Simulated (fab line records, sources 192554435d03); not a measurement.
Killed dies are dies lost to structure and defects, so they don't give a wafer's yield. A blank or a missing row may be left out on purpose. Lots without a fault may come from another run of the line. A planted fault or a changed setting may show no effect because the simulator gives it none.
Split-lot experiment | flow n5_finfet | 7 lots, 39 wafers read, on a route of 1938 steps

THE SPLIT
At N5_SD_EPI_N_EPI_21 (deposits Si:P, time 690 s), the setting epi_growth_time_s was moved away from the recipe's 690 s on 12 of the 39 wafers read, by -27.6% to +57.0%. The other wafers ran this setting at the recipe's value.

The reading is taken at the split's own step.

THE READING
Si-P_of_SD_EPI_N_EPI_21.thk_nm (the simulator's own value, which no gauge read), in nm, at N5_SD_EPI_N_EPI_21 (deposits Si:P, time 690 s). The file gives no usual value for it. The 27 wafers here that ran the recipe average 58.9 nm, standard deviation 0.78 nm.

wafer  | tool, chamber at the split | epi_growth_time_s as run, s | against the recipe | Si-P_of_SD_EPI_N_EPI_21.thk_nm, nm | against lot-mates on the recipe
L074.1 | epi_rpcvd-03, 0            | 690                         | recipe             | 60.6                               | -
L074.2 | epi_rpcvd-03, 0            | 690                         | recipe             | 60                                 | -
L074.3 | epi_rpcvd-03, 0            | 547.6                       | -20.6%             | 52                                 | -8.7
L074.4 | epi_rpcvd-03, 0            | 690                         | recipe             | 61.4                               | -
L074.5 | epi_rpcvd-03, 0            | 547.6                       | -20.6%             | 51.2                               | -9.5
L074.6 | epi_rpcvd-03, 0            | 547.6                       | -20.6%             | 51.8                               | -8.9
L078.1 | epi_rpcvd-01, 0            | 690                         | recipe             | 58.2                               | -
L078.2 | epi_rpcvd-01, 0            | 499.4                       | -27.6%             | 45.6                               | -12.9
L078.3 | epi_rpcvd-01, 0            | 499.4                       | -27.6%             | 46                                 | -12.5
L078.4 | epi_rpcvd-01, 0            | 499.4                       | -27.6%             | 46                                 | -12.5
L078.5 | epi_rpcvd-01, 0            | 690                         | recipe             | 59                                 | -
L078.6 | epi_rpcvd-01, 0            | 690                         | recipe             | 58.4                               | -
L080.1 | epi_rpcvd-01, 0            | 1010                        | +46.4%             | 76.6                               | +18.1
L080.2 | epi_rpcvd-01, 0            | 690                         | recipe             | 58.4                               | -
L080.4 | epi_rpcvd-01, 0            | 690                         | recipe             | 58.4                               | -
L080.3 | epi_rpcvd-01, 0            | 690                         | recipe             | 58.6                               | -
L080.5 | epi_rpcvd-01, 0            | 1010                        | +46.4%             | 76.2                               | +17.7
L080.6 | epi_rpcvd-01, 0            | 1010                        | +46.4%             | 76.8                               | +18.3
L081.1 | epi_rpcvd-03, 0            | 1083                        | +57.0%             | 81.8                               | +22.4
L081.3 | epi_rpcvd-03, 0            | 1083                        | +57.0%             | 81.8                               | +22.4
L081.2 | epi_rpcvd-03, 0            | 1083                        | +57.0%             | 81.2                               | +21.8
L081.4 | epi_rpcvd-03, 0            | 690                         | recipe             | 59.2                               | -
L081.5 | epi_rpcvd-03, 0            | 690                         | recipe             | 59                                 | -
L081.6 | epi_rpcvd-03, 0            | 690                         | recipe             | 60                                 | -
L082.3 | epi_rpcvd-04, 0            | 690                         | recipe             | 58.4                               | -
L082.4 | epi_rpcvd-04, 0            | 690                         | recipe             | 58.4                               | -
L082.5 | epi_rpcvd-04, 0            | 690                         | recipe             | 58.8                               | -
L083.1 | epi_rpcvd-04, 0            | 690                         | recipe             | 58.6                               | -
L083.2 | epi_rpcvd-04, 0            | 690                         | recipe             | 58.8                               | -
L083.5 | epi_rpcvd-04, 0            | 690                         | recipe             | 58.8                               | -
L083.3 | epi_rpcvd-04, 0            | 690                         | recipe             | 59                                 | -
L083.4 | epi_rpcvd-04, 0            | 690                         | recipe             | 58.4                               | -
L083.6 | epi_rpcvd-04, 0            | 690                         | recipe             | 58.4                               | -
L097.1 | epi_rpcvd-03, 0            | 690                         | recipe             | 58.6                               | -
L097.2 | epi_rpcvd-03, 0            | 690                         | recipe             | 59                                 | -
L097.3 | epi_rpcvd-03, 0            | 690                         | recipe             | 57.6                               | -
L097.4 | epi_rpcvd-03, 0            | 690                         | recipe             | 58.4                               | -
L097.5 | epi_rpcvd-03, 0            | 690                         | recipe             | 58.4                               | -
L097.6 | epi_rpcvd-03, 0            | 690                         | recipe             | 59.2                               | -

THE FIT
A straight line over all 39 wafers: Si-P_of_SD_EPI_N_EPI_21.thk_nm changes by +0.399 nm for each +1% of epi_growth_time_s; r = +0.99; the points scatter about the line by 0.96 nm.
The same after taking each lot's own level away (the mean of its wafers on the recipe; 39 wafers): +0.403 nm for each +1%; r = +1.00; scatter 0.6 nm.
On that fit, the largest move of epi_growth_time_s shifts the reading by 23 nm.
The lots' own levels span 58.47 to 60.67 nm, that is 2.8 times the standard deviation above.
So the lot-to-lot level changes the slope little: the two slopes agree.
Check: with one of the wafers moved furthest among these (+57.0%) left out of the fit, the line predicts +22.7 nm for it against its lot-mates. It came out at +22.4 nm against them.

OTHER SPLITS ON THESE WAFERS
These wafers also went through other splits before the reading. Each is held against what the fit with the lots' levels taken away leaves over:
other split on the same wafers     | wafers away from the commonest value | r with Si-P_of_SD_EPI_N_EPI_21.thk_nm (lot level and that fit taken away)
N5_FIN_SAQP_HM_DEP_72 target_thk_a | 18                                   | -0.33

THE WHOLE CHAIN: every reading that the file lists as answering this split, in the file's order
step                    | what it does              | reading                                                                         | change (the file's fit)               | r (the file's)
N5_SD_EPI_N_EPI_21      | deposits Si:P, time 690 s | Si-P_of_SD_EPI_N_EPI_21.thk_nm (the simulator's own value, which no gauge read) | +0.401 nm for each +1% of the setting | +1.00
N5_SD_EPI_N_EPI_MEAS_23 |                           | thk_nm                                                                          | withheld for each +1% of the setting  | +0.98

THE FILE'S OWN FIT
Si-P_of_SD_EPI_N_EPI_21.thk_nm changes by +0.401 nm for each +1% of epi_growth_time_s, r = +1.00.
